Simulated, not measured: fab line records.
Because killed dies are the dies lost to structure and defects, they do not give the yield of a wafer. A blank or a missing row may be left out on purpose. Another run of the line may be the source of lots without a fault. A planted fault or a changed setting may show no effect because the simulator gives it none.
Matching of chambers | flow nand harc | rie diel-09 running NHARC_A_M1_STRIP_18: 4 sister chambers
The step strips in N2/H2. 14 wafers are shown with their chamber, then 7 later ones without.

== WAFERS PAIRED WITH THEIR CHAMBERS ==
wafer  | chamber | drypump motor current A (A) | oes product au (a.u.) | throttle valve pct (%)
L074.2 | 2       | 5.4                         | 1.008                 | 14.173
L074.3 | 0       | 5.3                         | 1.025                 | 14.171
L074.5 | 1       | 5.8                         | 0.991                 | 14.161
L086.1 | 1       | 5.8                         | 0.979                 | 14.169
L086.2 | 2       | 5.4                         | 1.000                 | 14.176
L086.4 | 3       | 5.0                         | 1.007                 | 14.156
L087.1 | 0       | 5.4                         | 1.026                 | 14.165
L087.4 | 2       | 5.4                         | 1.013                 | 14.171
L087.5 | 0       | 5.4                         | 1.023                 | 14.160
L090.1 | 1       | 5.8                         | 0.978                 | 14.184
L090.5 | 1       | 5.8                         | 0.991                 | 14.183
L090.6 | 3       | 5.0                         | 1.017                 | 14.170
L094.2 | 0       | 5.4                         | 1.005                 | 14.166
L094.3 | 3       | 5.0                         | 1.007                 | 14.160

SIGNATURES (means of the wafers above)
reading                 | chamber 0 | chamber 1 | chamber 2 | chamber 3 | scatter within a chamber
drypump motor current A | 5.375     | 5.800     | 5.400     | 5.000     | 0.0274
oes product au          | 1.01975   | 0.98475   | 1.00700   | 1.01033   | 0.00777
throttle valve pct      | 14.16550  | 14.17425  | 14.17333  | 14.16200  | 0.00743
Rule: a wafer lies at a distance from a chamber equal to the root of the sum of squares, over the readings, of (its reading less the chamber's mean, divided by the reading's scatter). The wafer belongs to the nearest chamber; if the next one is less than 2 further off, it can't be placed. The scatter is the square root of a quotient: the sum, over the shown wafers, of each reading's squared deviation from its chamber's mean, divided by wafers minus chambers.

== WAFERS MISSING THEIR CHAMBER ==
wafer  | drypump motor current A (A) | oes product au (a.u.) | throttle valve pct (%)
L094.4 | 5.8                         | 0.977                 | 14.171
L097.3 | 5.0                         | 1.011                 | 14.182
L097.5 | 5.3                         | 0.994                 | 14.167
L097.6 | 5.0                         | 1.006                 | 14.162
L096.1 | 5.8                         | 0.980                 | 14.169
L096.3 | 5.3                         | 1.007                 | 14.178
L096.4 | 5.4                         | 1.002                 | 14.162

== EACH ONE'S CHAMBER ==
wafer  | from the rows above     | in truth
L094.4 | 1                       | 1
L097.3 | 3                       | 3
L097.5 | can't be placed: 2 or 0 | 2
L097.6 | 3                       | 3
L096.1 | 1                       | 1
L096.3 | can't be placed: 0 or 2 | 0
L096.4 | can't be placed: 2 or 0 | 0
Placed correctly: 4 of 7. From these rows, 3 cannot be placed; in 3 the true chamber is one of the candidates. Number placed wrongly: 0.
